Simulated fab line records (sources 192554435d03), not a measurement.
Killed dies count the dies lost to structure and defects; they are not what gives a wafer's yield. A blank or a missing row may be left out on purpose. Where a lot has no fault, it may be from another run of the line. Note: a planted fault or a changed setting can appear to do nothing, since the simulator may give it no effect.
Matching of chambers -- flow n5_finfet -- 4 sister chambers for N5_MOL_CONTACT_COAG_CMP_52 on cmp-03
The step polishes, stops on SiO2, t overpolish 1.5 s, target thk 66.5 nm. 4 wafers are shown with their chamber, then 12 later ones without.

== WAFERS WITH THEIR CHAMBER ==
wafer,chamber,time_to_endpoint_s (s)
L088.3,2,12.0
L088.6,3,13.5
L088.1,1,12.8
L088.5,0,15.3

== WAFERS WITHOUT THEIR CHAMBER ==
wafer,time_to_endpoint_s (s)
L090.2,13.9
L090.4,15.5
L090.6,16.1
L092.2,12.0
L092.4,17.1
L092.6,14.5
L093.1,16.9
L093.2,14.5
L093.5,14.1
L095.1,17.1
L095.3,16.3
L095.5,16.7

== CHAMBER TAKEN BY EACH ==
wafer,from the rows above,in truth
L090.2,can't be placed: 3 or 1 or 0 or 2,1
L090.4,can't be placed: 0 or 3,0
L090.6,can't be placed: 0 or 3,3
L092.2,can't be placed: 2 or 1 or 3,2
L092.4,can't be placed: 0 or 3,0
L092.6,can't be placed: 0 or 3 or 1 or 2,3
L093.1,can't be placed: 0 or 3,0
L093.2,can't be placed: 0 or 3 or 1 or 2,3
L093.5,can't be placed: 3 or 0 or 1 or 2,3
L095.1,can't be placed: 0 or 3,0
L095.3,can't be placed: 0 or 3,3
L095.5,can't be placed: 0 or 3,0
Correct placement for 0 of the 12. Can't be placed from these rows: 12 (the true chamber is among the candidates in 12). Wrongly placed: 0.
How it was worked out, from the rows above alone: a wafer's distance from a chamber is the root of the sum, over the readings, of the square of ((its reading less the chamber's mean) divided by the reading's scatter). If the next closest chamber is less than 2 further off than the closest, the wafer can't be placed; otherwise it belongs to the closest. A chamber's mean is the mean of its shown wafers. The scatter: root of mean squared gap, hidden wafer to nearest shown wafer, with one shown wafer a chamber.
